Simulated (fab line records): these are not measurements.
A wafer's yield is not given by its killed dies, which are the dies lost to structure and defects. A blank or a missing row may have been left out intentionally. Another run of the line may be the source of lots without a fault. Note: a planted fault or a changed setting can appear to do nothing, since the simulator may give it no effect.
Struck lot and sound lot, side by side :: flow n5Finfet :: 14 out of 1938 route steps
Sound: the wafers L282.2, L282.3, L282.4. Struck: wafer L295.2 (left out: L295.1, L295.5 of the same lot, which were not struck); the cause appears at the end.
For every step that has rows: the tool of each side, followed by ch and its chambers, followed by its first start. Under that, the readings that differ: sound wafers :: struck wafers :: difference of the means :: sigmas: that difference in standard deviations of wafers without a fault.
alike: words and numbers the same on both sides, and readings whose means are apart by under 2 such deviations; not compared: readings that were withheld, readings missing a value for some wafer, numbers with overlapping values and no deviation given by the record, and bounds like >300 which may hide the same value.
The two part at a step that has a row with sigmas, a row that says differs or no value, or rows on one side only. Non-overlapping numbers with no deviation appear without sigmas and do not part them. A reading missing from all wafers of one side parts the sides only when that side holds two or more wafers.

first, 9 steps without rows for these wafers: N5_FIN_CUT_PEB_06 (peb time 60 s); N5_FIN_CUT_DEVELOP_07 (develop time 30 s); N5_FIN_CUT_DESCUM_13 (chemistry O2, time 7 s); N5_FIN_CUT_ETCH_30 (etches underlayer in N2/H2, target depth 13 nm, time 10.4 s); N5_FIN_CUT_ETCH_20 (etches SiARC in CF4, target depth 26 nm, time 43.3 s); N5_FIN_CUT_ETCH_21 (etches SOC in N2/H2, target depth 219 nm, overetch 43.8 nm, time 523.5 s); N5_FIN_CUT_STRIP_23 (strips in N2/H2); N5_FIN_CUT_STRIP_31 (strips in N2/H2); N5_FIN_CUT_STRIP_24 (strips in CF4).
N5_FIN_CUT_CUT_ETCH_26: etches SiNx in CH3F/O2, target depth 39 nm, time 55.7 s.
  sound on rieDiel-06 ch 0,3, day 2 10:38; struck on rieDiel-06 ch 2, day 5 17:57
reading: rfFwdPowerW (W)
sound: 389.4 390.2 391.2
struck: 484.4
difference: +94.1
sigmas: +67

reading: rfVppV (V)
sound: 299 295 293
struck: 272
difference: -24
sigmas: -6

reading: model.etch.depthNm (nm)
sound: 38.93 38.37 38.57
struck: 42.4
difference: +3.8
sigmas: 

reading: model.SOC_of_FIN_CUT_COAT_18.thkNm (nm)
sound: 211 211.4 211.4
struck: 209.6
difference: -1.7
sigmas: 
  alike: drypumpMotorCurrentA, oes_ar_750_au, oesProductAu, showerheadPlenumPTorr, throttleValvePct
  not compared: rfHoursCounterH
N5_FIN_CUT_CUT_ETCH_27: etches SiO2 in CHF3/O2, target depth 4 nm, overetch 2 nm, time 4.9 s.
  sound on rieDiel-06 ch 0,3, day 2 10:41; struck on rieDiel-06 ch 2, day 5 17:59
reading: model.SOC_of_FIN_CUT_COAT_18.thkNm (nm)
sound: 207.2 207.8 207.8
struck: 205.8
difference: -1.8
sigmas: 
  alike: drypumpMotorCurrentA, oes_ar_750_au, oesProductAu, rfFwdPowerW, rfVppV, showerheadPlenumPTorr, throttleValvePct
  not compared: rfHoursCounterH
then, 1 step without rows for these wafers: N5_FIN_CUT_PRECLEAN_35 (cleans in vHF, time 13.3 s).
-- the record jumps here: 6 days lie between the struck wafers' starts before and after (it left off in module FIN_CUT and takes up again in module BEOL_M4, whose first step shown is number 1111 of the route) --
N5_BEOL_M4_RC_MEAS_101:
  sound on prober-02 ch 0, day 7 23:44; struck on prober-01 ch 0, day 11 14:30
reading: DIBL_P (mV/V)
sound: 33.6 34.8 39.1
struck: 31.1
difference: -4.7
sigmas: -2

reading: VT_N (mV)
sound: 252 250 244
struck: 258
difference: +9
sigmas: +3
  alike: DIBL_N, IOFF_N, IOFF_P, ION_N, ION_P, SS_N, SS_P, VT_P
N5_PASSIVATION_PROBE_49:
  the record has rows for the sound wafers here (prober-01, day 11 18:22) and none for the struck ones

## WHERE THEY PART
Last at N5_PASSIVATION_PROBE_49 as far as this record goes, first at N5_FIN_CUT_CUT_ETCH_26.

WHY: the cause the simulator had injected
rieDiel-06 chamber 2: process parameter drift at N5_FIN_CUT_CUT_ETCH_26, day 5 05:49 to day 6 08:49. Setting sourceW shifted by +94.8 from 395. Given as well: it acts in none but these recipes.
